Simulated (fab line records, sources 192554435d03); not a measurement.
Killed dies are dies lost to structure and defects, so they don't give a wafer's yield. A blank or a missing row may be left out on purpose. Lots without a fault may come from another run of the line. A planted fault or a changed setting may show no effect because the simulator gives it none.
fab line records | flow n5_finfet
record lots=7 wafers=19 last_day=17
route steps=1938 shown BEOL_M11@1567 PASSIVATION@1936
lots that met no fault: from a run of the same line without faults
start_h: hours from the record's first day to the start of the lot's first wafer shown | wait_h: hours since the lot's step before | " the same as in the row above | L1.1+2: a row that stands for several wafers | - no value, or no start given | * or withheld: withheld | < > ~ a bound
route shown NAME@n: a module of which the file shows steps, and the number in the route of the first | usual: mean/standard deviation of fault-free wafers | same: alike in all rows | chamber/n: place in a boat | sites: the reading at each site | _std_site: their standard deviation | _edge_site: outer sites' mean less inner sites' | radius_mm: how far each site lies from the wafer's centre | mask NAME#n: copy n | behind: the tool/chamber that last shaped the wafer | hold: why the lot was held/for how many hours/how that ended | device: the transistor (n, p or np) that didn't switch | end of line: the same wafers' tests at the end of the route | a step without rows: its recipe alone | killed: dies lost to structure and defects at the first sort, not the wafer's yield | map: a wafer's dies, x killed, . not, _ none there
set.NAME: the setting as run; set.NAME@STEP: as run at that earlier step | model.NAME: the simulator's own value behind a step, which no gauge read
lots at some steps of the route; a table a step, a row a wafer
services: from which hour (start_h, from the record's first day; less than 0 if before it) a tool's chamber was out of use, for how many hours, and why
## steps
# step N5_BEOL_M11_DEVELOP_27
# recipe develop_time_s=30 developer=TMAH resist=CAR-ArF rinse_liquid=diw dry=air_spin dev_temp_c=23
# step N5_BEOL_M11_CD_MEAS_28
# recipe target_cd_nm=70 landing_energy_ev=500 detector=se_inlens polarity=opening
# usual cd_nm=69.7/1.1
# columns lot.wafer tool chamber start_h wait_h cd_nm
L165.1 cd_sem-03 0 245.18 - 71.7
L165.5 " 0 " " 71.4
L165.6 " 0 " " 70.3
L166.1 cd_sem-03 0 258.69 - 68.9
L166.2 " 0 " " 69.1
L166.3 " 0 " " 69.4
L173.3 cd_sem-02 0 308.52 - 70.0
L173.4 " 0 " " 69.6
L173.5 " 0 " " 71.3
L175.2 cd_sem-03 0 317.36 - 68.4
L175.5 " 0 " " 69.2
L177.1 cd_sem-01 0 325.59 - 69.8
L177.4 " 0 " " 67.3
L177.5 " 0 " " 68.9
L179.2 cd_sem-03 0 340.21 - 69.6
L179.5 " 0 " " 69.5
L182.2 cd_sem-03 0 364.76 - 71.3
L182.3 " 0 " " 70.6
L182.6 " 0 " " 70.4
# step N5_BEOL_M11_OVL_MEAS_29
# recipe points_per_wafer=44
# usual V10_OVL=-0.2/0.75
# columns lot.wafer tool chamber start_h wait_h V10_OVL[nm]
L165.1 overlay-02 0 245.21 0.0 -1.0
L165.5 " 0 " " -1.5
L165.6 " 0 " " -0.7
L166.1 overlay-01 0 258.72 0.0 0.7
L166.2 " 0 " " -0.5
L166.3 " 0 " " -0.9
L173.3 overlay-02 0 308.54 0.0 -1.0
L173.4 " 0 " " -0.7
L173.5 " 0 " " -1.5
L175.2 overlay-02 0 317.39 0.0 1.0
L175.5 " 0 " " -1.1
L177.1 overlay-02 0 325.62 0.0 -0.6
L177.4 " 0 " " -0.4
L177.5 " 0 " " -1.4
L179.2 overlay-01 0 340.24 0.0 -0.2
L179.5 " 0 " " 1.1
L182.2 overlay-01 0 364.79 0.0 1.0
L182.3 " 0 " " 0.3
L182.6 " 0 " " -0.5
# step N5_BEOL_M11_INSPECT_30
# recipe mode=adi inspect_instrument=brightfield
# usual raw_defect_count=399/86
# columns lot.wafer tool chamber start_h wait_h raw_defect_count
L165.1 defect_inspect-02 - 245.24 0.0 500
L165.5 " - " " 388
L165.6 " - " " 295
L166.1 defect_inspect-01 - 258.74 0.0 319
L166.2 " - " " 529
L166.3 " - " " 388
L173.3 defect_inspect-01 - 308.57 0.0 373
L173.4 " - " " 276
L173.5 " - " " 390
L175.2 defect_inspect-02 - 317.41 0.0 376
L175.5 " - " " 345
L177.1 defect_inspect-02 - 325.64 0.0 332
L177.4 " - " " 406
L177.5 " - " " 382
L179.2 defect_inspect-01 - 340.26 0.0 388
L179.5 " - " " 473
L182.2 defect_inspect-02 - 364.82 0.0 381
L182.3 " - " " 358
L182.6 " - " " 266
# step N5_BEOL_M11_DESCUM_33
# recipe chemistry=O2 time_s=7.9 source_power_w=50 bias_power_w=20 pressure_mtorr=20 rf_frequency_hz=2.712e+07 temp_c=40 resist=CAR-ArF o2_flow_sccm=225
# usual drypump_motor_current_A=5.9/0.35 oes_product_au=0.74/0.072 rf_vpp_V=242.8/1.4 showerhead_plenum_p_Torr=2.06/0.069 temp_c=40.00/0.12 throttle_valve_pct=20.51/0.17
# columns lot.wafer tool chamber start_h wait_h drypump_motor_current_A oes_product_au rf_hours_counter_h rf_vpp_V showerhead_plenum_p_Torr temp_c throttle_valve_pct
L165.1 rie_diel-04 1 245.52 0.3 5.9 0.68 243 244.4 2.15 40.14 20.32
L165.5 " 3 " " 5.6 0.74 - 245.0 2.17 40.01 20.37
L165.6 " 0 " " 6.4 0.69 - 242.9 2.08 40.02 20.92
L166.1 rie_diel-06 1 258.77 0.0 6.5 0.75 187 242.7 2.07 39.95 20.59
L166.2 " 2 " " 5.6 0.73 193 240.8 2.01 39.84 20.61
L166.3 " 3 " " 6.0 0.71 190 242.6 1.98 40.17 20.50
L173.3 rie_diel-04 1 308.60 0.0 5.9 0.97 6 245.8 2.14 40.15 20.03
L173.4 " 2 " " 5.7 0.70 - 243.4 2.06 39.97 20.42
L173.5 " 1 " " 5.9 0.97 - 243.9 2.14 39.85 20.01
L175.2 rie_diel-04 3 317.81 0.4 5.6 0.72 194 243.7 2.16 39.91 20.40
L175.5 " 1 " " 5.9 0.96 - 244.1 2.14 39.98 20.02
L177.1 rie_diel-04 0 325.68 0.0 6.4 0.99 1 243.4 2.07 39.99 20.58
L177.4 " 3 " " 5.6 0.73 196 244.8 2.16 40.34 20.41
L177.5 " 3 " " 5.6 0.73 - 244.5 2.16 40.15 20.40
L179.2 rie_diel-04 1 340.55 0.3 5.9 0.94 16 243.5 2.14 39.94 20.03
L179.5 " 1 " " 5.9 0.94 - 243.4 2.14 39.94 20.03
L182.2 rie_diel-02 0 364.91 0.1 5.5 0.82 61 242.7 2.12 39.93 20.43
L182.3 " 1 " " 5.5 0.75 155 243.7 2.17 40.00 20.62
L182.6 " 1 " " 5.5 0.76 - 243.8 2.17 39.95 20.61
# step N5_BEOL_M11_ETCH_65
# recipe chemistry=CF4 target=SiARC target_depth_a=390 mask_material=CAR-ArF time_s=65 ion_energy_ev=80 pressure_mtorr=40 source_w=545 bias_w=36 Ar_flow_sccm=100 cf4_flow_sccm=100 ends=cleared
# step N5_BEOL_M11_ETCH_66
# recipe chemistry=N2/H2 target=SOC target_depth_a=1200 overetch_a=240 mask_material=SiARC temp_c=40 time_s=180 ion_energy_ev=200 pressure_mtorr=30 source_w=840 bias_w=150 n2_flow_sccm=200 h2_flow_sccm=200
# usual drypump_motor_current_A=5.9/0.35 h2_flow_sccm=200.1/0.53 oes_product_au=0.61/0.055 rf_vpp_V=523.0/2.5 run_length_s=203.4/0.51 showerhead_plenum_p_Torr=2.51/0.087 temp_c=40.01/0.11 throttle_valve_pct=17.95/0.17
# columns lot.wafer tool chamber start_h wait_h drypump_motor_current_A h2_flow_sccm oes_product_au rf_hours_counter_h rf_vpp_V run_length_s showerhead_plenum_p_Torr temp_c throttle_valve_pct
L165.1 rie_diel-04 1 245.60 0.0 6.0 199.8 0.56 243 525.0 203.1 2.60 40.09 17.78
L165.5 " 3 " " 5.6 200.8 0.60 - 526.4 203.3 2.64 39.93 17.84
L165.6 " 0 " " 6.4 199.9 0.58 - 522.5 203.1 2.50 39.75 18.10
L166.1 rie_diel-06 1 258.86 0.0 6.6 200.0 0.61 187 524.7 203.6 2.53 40.16 18.07
L166.2 " 2 " " 5.7 199.9 0.60 193 518.3 202.9 2.42 40.01 17.85
L166.3 " 3 " " 5.9 200.7 0.59 190 520.4 203.1 2.43 40.07 18.10
L173.3 rie_diel-04 1 308.69 0.0 6.0 199.6 0.79 6 525.4 203.4 2.60 39.91 17.38
L173.4 " 2 " " 5.7 199.1 0.58 - 524.1 202.8 2.51 39.93 17.94
L173.5 " 1 " " 6.0 200.9 0.78 - 526.7 203.2 2.60 39.95 17.37
L175.2 rie_diel-04 3 317.89 0.0 5.6 200.1 0.58 194 526.5 203.3 2.63 40.23 17.89
L175.5 " 1 " " 6.0 199.7 0.77 - 525.3 203.5 2.60 40.02 17.37
L177.1 rie_diel-04 0 325.76 0.0 6.4 199.8 0.79 1 523.2 202.9 2.49 39.99 17.72
L177.4 " 3 " " 5.6 201.3 0.59 196 527.6 203.9 2.63 40.03 17.86
L177.5 " 3 " " 5.7 201.0 0.58 - 526.3 203.5 2.63 40.11 17.88
L179.2 rie_diel-04 1 340.64 0.0 5.9 199.9 0.75 16 526.0 203.1 2.59 40.05 17.41
L179.5 " 1 " " 5.9 200.3 0.76 - 524.3 203.7 2.59 39.99 17.39
L182.2 rie_diel-02 0 364.99 0.0 5.5 199.5 0.68 61 525.7 203.9 2.59 40.03 17.97
L182.3 " 1 " " 5.5 199.7 0.61 155 527.1 203.1 2.64 39.91 18.04
L182.6 " 1 " " 5.5 200.8 0.61 - 527.1 203.1 2.64 39.92 18.03
# step N5_BEOL_M11_STRIP_69
# recipe chemistry=N2/H2 temp_c=40 n2_flow_sccm=200 h2_flow_sccm=200 rf_frequency_hz=6e+07
# step N5_BEOL_M11_VIA_ETCH_34
# recipe chemistry=C4F6/O2 target=SiCOH_lowk target_depth_a=1845 mask_material=SOC taper_deg=4 time_s=69.2 ion_energy_ev=250 pressure_mtorr=30 source_w=345 bias_w=185 Ar_flow_sccm=300 C4F6_flow_sccm=10 O2_flow_sccm=10
# usual drypump_motor_current_A=5.9/0.35 oes_f_703_au=0.76/0.074 oes_product_au=0.75/0.072 rf_vpp_V=660/13 run_length_s=92.6/0.54 showerhead_plenum_p_Torr=2.81/0.087 throttle_valve_pct=20.99/0.18
# columns lot.wafer tool chamber start_h wait_h drypump_motor_current_A oes_f_703_au oes_product_au rf_hours_counter_h rf_vpp_V run_length_s showerhead_plenum_p_Torr throttle_valve_pct
L165.1 rie_diel-04 1 245.73 0.0 5.9 0.71 0.68 243 655 92.3 2.90 20.74
L165.5 " 3 " " 5.6 0.78 0.73 - 643 92.5 2.92 20.73
L165.6 " 0 " " 6.4 0.70 0.71 - 672 92.3 2.79 21.13
L166.1 rie_diel-06 1 258.98 0.0 6.5 0.77 0.75 187 658 93.2 2.82 21.06
L166.2 " 2 " " 5.6 0.75 0.75 193 663 92.0 2.75 21.16
L166.3 " 3 " " 5.9 0.71 0.72 190 687 92.3 2.72 21.05
L173.3 rie_diel-04 1 308.81 0.0 5.9 1.01 0.98 6 655 92.7 2.90 20.44
L173.4 " 2 " " 5.7 0.72 0.72 - 669 92.1 2.82 21.01
L173.5 " 1 " " 5.9 1.00 0.98 - 657 92.8 2.90 20.42
L175.2 rie_diel-04 3 318.02 0.0 5.6 0.76 0.71 194 644 93.0 2.91 20.77
L175.5 " 1 " " 5.9 1.00 0.96 - 656 92.8 2.89 20.44
L177.1 rie_diel-04 0 325.89 0.0 6.4 0.98 0.98 1 671 92.3 2.78 20.83
L177.4 " 3 " " 5.6 0.76 0.72 196 645 92.7 2.91 20.78
L177.5 " 3 " " 5.7 0.77 0.72 - 644 92.6 2.91 20.79
L179.2 rie_diel-04 1 340.76 0.0 5.9 0.97 0.94 16 655 92.3 2.89 20.44
L179.5 " 1 " " 5.9 0.97 0.94 - 655 92.6 2.89 20.44
L182.2 rie_diel-02 0 365.12 0.0 5.5 0.86 0.84 61 662 93.3 2.90 21.02
L182.3 " 1 " " 5.5 0.76 0.75 155 655 92.2 2.97 21.19
L182.6 " 1 " " 5.5 0.76 0.75 - 655 92.7 2.97 21.20
# step N5_BEOL_M11_STRIP_73
# recipe chemistry=C4F6/O2 resist=SiARC rf_frequency_hz=6e+07
# step N5_BEOL_M11_STRIP_36
# recipe chemistry=N2/H2 power_w=450 temp_c=40 pressure_mtorr=20 rf_frequency_hz=6e+07 overash_fraction=0.3 bias_power_w=7 h2_frac=0.5 n2_flow_sccm=200 h2_flow_sccm=200
# usual drypump_motor_current_A=5.9/0.35 h2_flow_sccm=200.0/0.56 oes_product_au=0.74/0.071 power_w=450.2/1.3 rf_vpp_V=59.2/1.7 showerhead_plenum_p_Torr=2.51/0.087 temp_c=40.01/0.1 throttle_valve_pct=23.76/0.22
# columns lot.wafer tool chamber start_h wait_h drypump_motor_current_A h2_flow_sccm oes_product_au power_w rf_hours_counter_h rf_vpp_V showerhead_plenum_p_Torr temp_c throttle_valve_pct
L165.1 rie_diel-04 1 245.79 0.0 5.9 200.2 0.67 450.2 243 59.8 2.60 39.98 23.42
L165.5 " 3 " " 5.7 199.8 0.74 450.9 - 60.8 2.64 40.10 23.57
L165.6 " 0 " " 6.4 201.2 0.70 449.2 - 59.6 2.49 40.08 23.86
L166.1 rie_diel-06 1 259.05 0.0 6.5 199.5 0.76 449.3 187 57.9 2.53 40.05 23.93
L166.2 " 2 " " 5.7 199.4 0.73 449.4 193 57.8 2.42 39.95 23.54
L166.3 " 3 " " 6.0 200.9 0.71 449.6 190 57.8 2.43 39.85 24.06
L173.3 rie_diel-04 1 308.87 0.0 5.9 199.0 0.97 449.1 6 61.3 2.59 39.75 23.17
L173.4 " 2 " " 5.7 199.7 0.70 449.0 - 56.0 2.50 40.04 23.81
L173.5 " 1 " " 5.9 200.2 0.97 450.7 - 60.8 2.59 39.95 23.17
L175.2 rie_diel-04 3 318.08 0.0 5.7 200.3 0.72 450.4 194 58.3 2.63 40.12 23.64
L175.5 " 1 " " 5.9 200.3 0.96 448.4 - 59.9 2.59 40.00 23.18
L177.1 rie_diel-04 0 325.95 0.0 6.5 200.8 0.99 449.7 1 56.0 2.49 40.04 23.66
L177.4 " 3 " " 5.6 199.8 0.71 449.8 197 58.7 2.63 39.99 23.63
L177.5 " 3 " " 5.6 199.4 0.73 449.4 - 62.2 2.63 40.05 23.64
L179.2 rie_diel-04 1 340.82 0.0 5.9 200.1 0.94 452.0 16 60.0 2.59 40.07 23.19
L179.5 " 1 " " 5.9 199.9 0.93 449.0 - 59.5 2.59 39.94 23.19
L182.2 rie_diel-02 0 365.18 0.0 5.5 199.9 0.83 448.9 61 59.5 2.59 39.93 23.91
L182.3 " 1 " " 5.5 199.7 0.75 450.7 155 57.4 2.64 39.84 23.92
L182.6 " 1 " " 5.5 199.9 0.76 450.9 - 59.1 2.64 40.01 23.91
# step N5_BEOL_M11_TRENCH_ETCH_37
# recipe chemistry=C4F6/O2 target_depth_a=1488.3 target=SiCOH_lowk time_s=48 ion_energy_ev=250 pressure_mtorr=30 source_w=345 bias_w=185 Ar_flow_sccm=300 C4F6_flow_sccm=10 O2_flow_sccm=10
# step N5_BEOL_M11_ETCH_41
# recipe chemistry=CH3F/O2 target=SiCN target_depth_a=426 taper_deg=2 time_s=86 ion_energy_ev=120 mask_material=TiN pressure_mtorr=30 source_w=395 bias_w=75 Ar_flow_sccm=150 CH3F_flow_sccm=30 O2_flow_sccm=20
# usual drypump_motor_current_A=5.9/0.34 oes_product_au=0.75/0.073 rf_vpp_V=296.8/1.5 run_length_s=109.4/0.52 showerhead_plenum_p_Torr=1.97/0.064 throttle_valve_pct=16.43/0.17
# columns lot.wafer tool chamber start_h wait_h drypump_motor_current_A oes_product_au rf_hours_counter_h rf_vpp_V run_length_s showerhead_plenum_p_Torr throttle_valve_pct model.etch.depth_nm
L165.1 rie_diel-04 1 245.87 - 5.9 0.69 243 299.1 109.5 2.04 16.27 32.25
L165.5 " 3 " " 5.6 0.73 - 299.5 110.0 2.06 16.25 31.79
L165.6 " 0 " " 6.4 0.70 - 297.8 109.2 1.96 16.64 31.6
L166.1 rie_diel-06 1 259.13 - 6.5 0.76 187 297.5 109.4 1.98 16.50 32.65
L166.2 " 2 " " 5.6 0.73 193 295.7 108.6 1.93 16.56 32.63
L166.3 " 3 " " 5.9 0.72 190 295.4 109.5 1.91 16.47 32.49
L173.3 rie_diel-04 1 308.95 - 5.9 0.98 6 298.7 109.2 2.04 15.84 33.57
L173.4 " 2 " " 5.7 0.71 - 295.9 108.8 1.98 16.43 31.88
L173.5 " 1 " " 5.9 0.98 - 298.1 109.5 2.04 15.83 33.28
L175.2 rie_diel-04 3 318.16 - 5.6 0.73 194 298.8 116.1 2.05 16.28 34.5
L175.5 " 1 " " 5.9 0.96 - 298.7 115.6 2.04 15.85 35.58
L177.1 rie_diel-04 0 326.03 - 6.4 1.00 1 295.4 108.9 1.95 16.20 33.12
L177.4 " 3 " " 5.6 0.73 197 298.7 109.7 2.05 16.31 32.19
L177.5 " 3 " " 5.6 0.72 - 300.1 115.7 2.05 16.30 34.64
L179.2 rie_diel-04 1 340.91 - 5.9 0.94 16 298.0 115.6 2.04 15.85 35.18
L179.5 " 1 " " 6.0 0.94 - 296.9 115.8 2.04 15.86 35.32
L182.2 rie_diel-02 0 365.26 - 5.5 0.83 61 296.9 110.5 2.03 16.36 32.21
L182.3 " 1 " " 5.5 0.75 155 298.2 109.5 2.09 16.58 32.21
L182.6 " 1 " " 5.5 0.74 - 299.6 109.1 2.09 16.57 31.89
# step N5_BEOL_M11_STRIP_77
# recipe chemistry=N2/H2 time_s=10 power_w=450 temp_c=40 pressure_mtorr=20 rf_frequency_hz=6e+07 bias_power_w=7 n2_flow_sccm=200 h2_flow_sccm=200
# usual drypump_motor_current_A=5.9/0.35 h2_flow_sccm=200.0/0.64 oes_product_au=0.74/0.071 rf_vpp_V=59.1/0.87 showerhead_plenum_p_Torr=2.51/0.087 temp_c=40.00/0.11 throttle_valve_pct=23.76/0.22
# columns lot.wafer tool chamber start_h wait_h drypump_motor_current_A h2_flow_sccm oes_product_au rf_hours_counter_h rf_vpp_V showerhead_plenum_p_Torr temp_c throttle_valve_pct
L165.1 rie_diel-04 1 - - 5.9 199.8 0.68 243 58.2 2.60 39.94 23.41
L165.5 " 3 " " 5.6 199.5 0.74 - 60.2 2.64 39.96 23.58
L165.6 " 0 " " 6.4 200.8 0.70 - 59.0 2.49 39.88 23.87
L166.1 rie_diel-06 1 - - 6.6 199.5 0.75 187 57.8 2.53 40.05 23.95
L166.2 " 2 " " 5.7 199.7 0.73 193 57.9 2.42 39.98 23.54
L166.3 " 3 " " 5.9 200.5 0.72 190 59.8 2.43 39.93 24.02
L173.3 rie_diel-04 1 - - 5.9 200.0 0.97 6 59.8 2.59 40.17 23.16
L173.4 " 2 " " 5.7 201.2 0.71 - 61.0 2.50 39.81 23.77
L173.5 " 1 " " 5.9 199.7 0.97 - 59.3 2.59 40.07 23.15
L175.2 rie_diel-04 3 - - 5.6 199.3 0.74 194 61.1 2.63 39.93 23.62
L175.5 " 1 " " 6.0 200.3 0.96 - 59.5 2.59 40.02 23.17
L177.1 rie_diel-04 0 - - 6.5 199.9 0.99 1 60.7 2.49 40.15 23.65
L177.4 " 3 " " 5.6 199.9 0.73 197 58.4 2.63 40.12 23.60
L177.5 " 3 " " 5.6 199.5 0.73 - 58.6 2.63 40.09 23.61
L179.2 rie_diel-04 1 - - 5.9 200.1 0.94 16 58.4 2.59 39.96 23.17
L179.5 " 1 " " 5.9 200.5 0.94 - 59.4 2.59 39.99 23.17
L182.2 rie_diel-02 0 - - 5.5 199.4 0.83 61 59.5 2.59 40.21 23.91
L182.3 " 1 " " 5.5 201.2 0.75 155 59.8 2.64 39.81 23.93
L182.6 " 1 " " 5.5 200.7 0.75 - 61.0 2.64 39.79 23.91
# step N5_PASSIVATION_PROBE_49
# usual defect_limited_yield=91.6/1.4 killed_at_M0_to_M3=34/8.9 killed_at_M4_up=13/5 killed_at_contacts=12/7 killed_at_front_end=38/11 killed_at_other=3.2/2.9 killed_dies=99/16 killed_open=65/13 killed_short=32/7.6 sort_bin_5_function=5.0/0.9 sort_bin_6_memory=3.1/0.65 sort_bin_8_speed=0.0/0.4 sort_n_pass=1081/16 sort_yield_pct=91.6/1.4
# same gross_dies=1180 killed_at_back_side=0 sort_bin_4_leakage[%]=0
# columns lot.wafer tool chamber start_h wait_h defect_limited_yield[%] killed_at_M0_to_M3 killed_at_M4_up killed_at_contacts killed_at_front_end killed_at_other killed_dies killed_open killed_short sort_bin_5_function[%] sort_bin_6_memory[%] sort_bin_8_speed[%] sort_n_pass sort_yield_pct[%]
L165.1 prober-01 - 285.67 0.7 91.2 49 25 3 25 2 104 68 35 5.3 3.2 0 1076 91.2
L165.5 prober-01 - 285.87 0.9 91.1 50 17 9 26 3 105 67 38 4.9 3.7 0 1075 91.1
L165.6 prober-01 - 285.92 0.9 92.6 33 13 10 24 7 87 65 21 4.5 2.7 0 1093 92.6
L166.1 prober-02 - 303.19 0.0 90.3 46 9 18 37 4 114 81 33 6.2 3.1 0 1066 90.3
L166.2 prober-02 - 303.24 0.1 91.2 51 19 8 25 1 104 74 30 5.0 3.6 0 1076 91.2
L166.3 prober-02 - 303.29 0.1 91.4 44 15 9 31 3 102 67 35 4.7 3.4 0 1078 91.4
L173.3 prober-02 - 349.84 0.1 91.7 25 15 7 48 3 98 64 34 5.3 2.7 0 1082 91.7
L173.4 prober-02 - 349.89 0.2 90.7 24 15 7 62 2 110 68 40 5.4 3.6 0 1070 90.7
L173.5 prober-02 - 349.94 0.2 90.5 51 9 4 46 2 112 69 42 5.4 3.8 0 1068 90.5
L177.1 prober-02 - 363.71 0.0 91.4 30 21 11 34 5 101 55 44 5.3 2.8 0 1079 91.4
L177.4 prober-02 - 363.86 0.2 92.9 32 11 16 21 4 84 63 18 4.7 2.3 0 1096 92.9
L177.5 prober-02 - 363.91 0.2 92.1 33 15 6 37 2 93 56 35 4.7 2.8 0 1087 92.1
L175.2 prober-01 - 371.98 0.1 91.9 26 12 16 39 2 95 63 32 4.5 3.2 0 1085 91.9
L175.5 prober-01 - 372.13 0.2 92.0 37 11 18 26 2 94 70 23 4.7 3.1 0 1086 92.0
L179.2 prober-01 - 387.66 0.1 92.3 14 11 21 39 6 91 56 30 4.7 2.8 0 1089 92.3
L179.5 prober-01 - 387.81 0.2 90.7 30 18 20 38 4 110 75 35 5.7 3.2 0 1070 90.7
L182.2 prober-02 - 401.00 0.1 94.5 24 10 4 25 2 65 39 23 3.4 1.9 0.2 1113 94.3
L182.3 prober-02 - 401.05 0.1 93.6 25 9 11 28 2 75 47 27 3.5 2.6 4.8 1048 88.8
L182.6 prober-02 - 401.20 0.3 92.4 28 16 16 28 2 90 67 22 4.4 2.9 0.1 1089 92.3
# killed by level:class
L165.1 BEOL_M2:geometric_particle:open=16 BEOL_M4:geometric_particle:open=12 FIN_SAQP:geometric_particle:short=7 BEOL_M1:geometric_particle:open=7 BEOL_M3:geometric_particle:open=6 BEOL_M4:geometric_particle:short=6 BEOL_M0_SAQP:geometric_particle:open=5 BEOL_M0_SAQP:geometric_particle:short=5
L165.5 BEOL_M2:geometric_particle:open=12 BEOL_M0_SAQP:geometric_particle:open=9 BEOL_M2:geometric_particle:short=9 MOL_CONTACT_COAG:geometric_particle:open=7 BEOL_M3:geometric_particle:open=7 BEOL_M4:geometric_particle:open=7 FIN_SAQP:geometric_particle:short=6 BEOL_M0_SAQP:geometric_particle:short=6
L165.6 BEOL_M2:geometric_particle:open=16 MOL_CONTACT_COAG:geometric_particle:open=8 STI_FIN_REVEAL:geometric_particle:open=7 BEOL_M2:geometric_particle:short=5 FIN_SAQP:geometric_particle:open=4 FIN_SAQP:geometric_particle:short=4 BEOL_M4:geometric_particle:open=4 MIM_TOP_ETCH:geometric_particle:open=4
L166.1 MOL_CONTACT_COAG:geometric_particle:open=16 STI_FIN_REVEAL:geometric_particle:open=11 BEOL_M0:geometric_particle:open=9 BEOL_M3:geometric_particle:open=7 BEOL_M0_SAQP:geometric_particle:open=7 FIN_SAQP:geometric_particle:open=6 BEOL_M0_SAQP:geometric_particle:short=6 STARTING-WAFER:geometric_particle:short=5
L166.2 BEOL_M4:geometric_particle:open=10 BEOL_M2:geometric_particle:open=9 BEOL_M0_SAQP:geometric_particle:open=9 BEOL_M0_SAQP:geometric_particle:short=8 BEOL_M0:geometric_particle:open=8 MOL_CONTACT_COAG:geometric_particle:open=6 DUMMY_GATE:geometric_particle:open=5 BEOL_M3:geometric_particle:open=5
L166.3 BEOL_M0_SAQP:geometric_particle:short=9 MOL_CONTACT_COAG:geometric_particle:open=8 BEOL_M0:geometric_particle:open=8 DUMMY_GATE:geometric_particle:open=7 BEOL_M4:geometric_particle:open=6 STI_FIN_REVEAL:geometric_particle:open=5 BEOL_M2:geometric_particle:short=5 BEOL_M0_SAQP:geometric_particle:open=4
L173.3 DUMMY_GATE:geometric_particle:open=9 BEOL_M0_SAQP:geometric_particle:open=8 GATE_CUT:geometric_particle:short=7 GATE_CUT:geometric_particle:open=7 BEOL_M0_SAQP:geometric_particle:short=7 FIN_SAQP:geometric_particle:short=6 FIN_SAQP:geometric_particle:open=5 STI_FIN_REVEAL:geometric_particle:open=5
L173.4 STI_FIN_REVEAL:geometric_particle:open=14 FIN_SAQP:geometric_particle:open=12 FIN_SAQP:geometric_particle:short=9 BEOL_M0_SAQP:geometric_particle:open=9 MOL_CONTACT_COAG:geometric_particle:open=7 BEOL_M0_SAQP:geometric_particle:short=7 DUMMY_GATE:geometric_particle:open=6 BEOL_M4:geometric_particle:open=6
L173.5 BEOL_M0_SAQP:geometric_particle:open=19 BEOL_M0_SAQP:geometric_particle:short=17 STI_FIN_REVEAL:geometric_particle:open=15 FIN_SAQP:geometric_particle:open=9 STI_FIN_REVEAL:geometric_particle:short=5 DUMMY_GATE:geometric_particle:open=4 BEOL_M0:geometric_particle:short=4 BEOL_M4:geometric_particle:open=4
L177.1 BEOL_M3:geometric_particle:open=10 MOL_CONTACT_COAG:geometric_particle:open=9 FIN_SAQP:geometric_particle:short=7 BEOL_M4:geometric_particle:open=7 BEOL_M4:geometric_particle:short=7 FIN_SAQP:geometric_particle:open=5 GATE_CUT:geometric_particle:short=5 BEOL_M1:geometric_particle:short=5
L177.4 MOL_CONTACT_COAG:geometric_particle:open=14 BEOL_M2:geometric_particle:open=9 FIN_SAQP:geometric_particle:open=7 BEOL_M0_SAQP:geometric_particle:open=7 BEOL_M1:geometric_particle:open=7 BEOL_M3:geometric_particle:open=4 DUMMY_GATE:geometric_particle:open=3 BEOL_M12:coat_microbubble_printed=3
L177.5 BEOL_M1:geometric_particle:open=13 BEOL_M3:geometric_particle:open=10 FIN_SAQP:geometric_particle:short=7 GATE_CUT:geometric_particle:short=7 FIN_SAQP:geometric_particle:open=5 MOL_CONTACT_COAG:geometric_particle:open=4 STARTING-WAFER:geometric_particle:short=4 STARTING-WAFER:geometric_particle:open=4
L175.2 FIN_SAQP:geometric_particle:open=14 MOL_CONTACT_COAG:geometric_particle:open=13 GATE_CUT:geometric_particle:short=11 BEOL_M2:geometric_particle:open=6 BEOL_M0_SAQP:geometric_particle:short=6 FIN_SAQP:geometric_particle:short=4 STARTING-WAFER:geometric_particle:open=4 BEOL_M1:geometric_particle:open=4
L175.5 MOL_CONTACT_COAG:geometric_particle:open=15 BEOL_M0_SAQP:geometric_particle:short=9 BEOL_M1:geometric_particle:open=8 BEOL_M0_SAQP:geometric_particle:open=7 GATE_CUT:geometric_particle:short=6 BEOL_M2:geometric_particle:open=6 FIN_SAQP:geometric_particle:open=4 BEOL_M0:geometric_particle:open=4
L179.2 MOL_CONTACT_COAG:geometric_particle:open=14 STI_FIN_REVEAL:geometric_particle:open=10 MOL_CONTACT_COAG:geometric_particle:short=7 BEOL_M0_SAQP:geometric_particle:open=7 FIN_SAQP:geometric_particle:open=4 GATE_CUT:geometric_particle:short=4 FIN_SAQP:coat_microbubble_printed=4 FIN_SAQP:geometric_particle:short=3
L179.5 MOL_CONTACT_COAG:geometric_particle:open=17 STI_FIN_REVEAL:geometric_particle:open=12 BEOL_M4:geometric_particle:open=9 BEOL_M0_SAQP:geometric_particle:open=7 BEOL_M0_SAQP:geometric_particle:short=7 BEOL_M1:geometric_particle:open=7 FIN_SAQP:geometric_particle:open=6 GATE_CUT:geometric_particle:short=6
L182.2 BEOL_M3:geometric_particle:open=8 STI_FIN_REVEAL:geometric_particle:open=7 BEOL_M1:geometric_particle:open=5 FIN_SAQP:geometric_particle:short=4 BEOL_M3:geometric_particle:short=4 STARTING-WAFER:geometric_particle:short=4 MOL_CONTACT_COAG:geometric_particle:open=3 BEOL_M4:geometric_particle:open=3
L182.3 MOL_CONTACT_COAG:geometric_particle:open=10 FIN_SAQP:geometric_particle:short=8 BEOL_M4:geometric_particle:open=7 BEOL_M3:geometric_particle:short=5 STARTING-WAFER:geometric_particle:open=5 STI_FIN_REVEAL:geometric_particle:open=4 GATE_CUT:geometric_particle:short=4 BEOL_M3:geometric_particle:open=4
L182.6 MOL_CONTACT_COAG:geometric_particle:open=16 BEOL_M3:geometric_particle:open=10 BEOL_M4:geometric_particle:open=8 STI_FIN_REVEAL:geometric_particle:open=7 BEOL_M3:geometric_particle:short=7 DUMMY_GATE:geometric_particle:open=4 BEOL_M1:geometric_particle:open=4 FIN_SAQP:geometric_particle:open=3
## services
# columns tool chamber start_h hours kind
rie_diel-02 0 223.75 14.0 repair
rie_diel-06 3 272.28 4.0 repair
rie_diel-04 1 275.06 - clean
rie_diel-04 1 275.06 - consumable_replace:focus_ring
rie_diel-04 1 275.06 19.7 scheduled_down
rie_diel-04 1 275.06 19.7 vent_cycle
rie_diel-04 0 297.58 - clean
rie_diel-04 0 297.58 - consumable_replace:focus_ring
rie_diel-04 0 297.58 24.6 scheduled_down
rie_diel-04 0 297.58 24.6 vent_cycle
rie_diel-02 2 342.42 13.6 repair
## key
first_sign step=N5_BEOL_M11_ETCH_41 reading=run_length_s direction=up sigmas=12 usual=* struck=*
effect none on later readings
model_effect step=N5_BEOL_M11_ETCH_41 value=etch.depth_nm without=32.69 struck=35.05
met_at N5_BEOL_M11_ETCH_41
struck_wafers L175.2,L175.5,L177.5,L179.2,L179.5
onset_between 308.95 318.16
fault kind=process_parameter_drift tool=rie_diel-04 chamber=- onset_h=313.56 steps=N5_BEOL_M11_ETCH_41 channel=time_s offset=* shape=step end_h=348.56 scope=struck_wafers_only acts_in=* stated=*
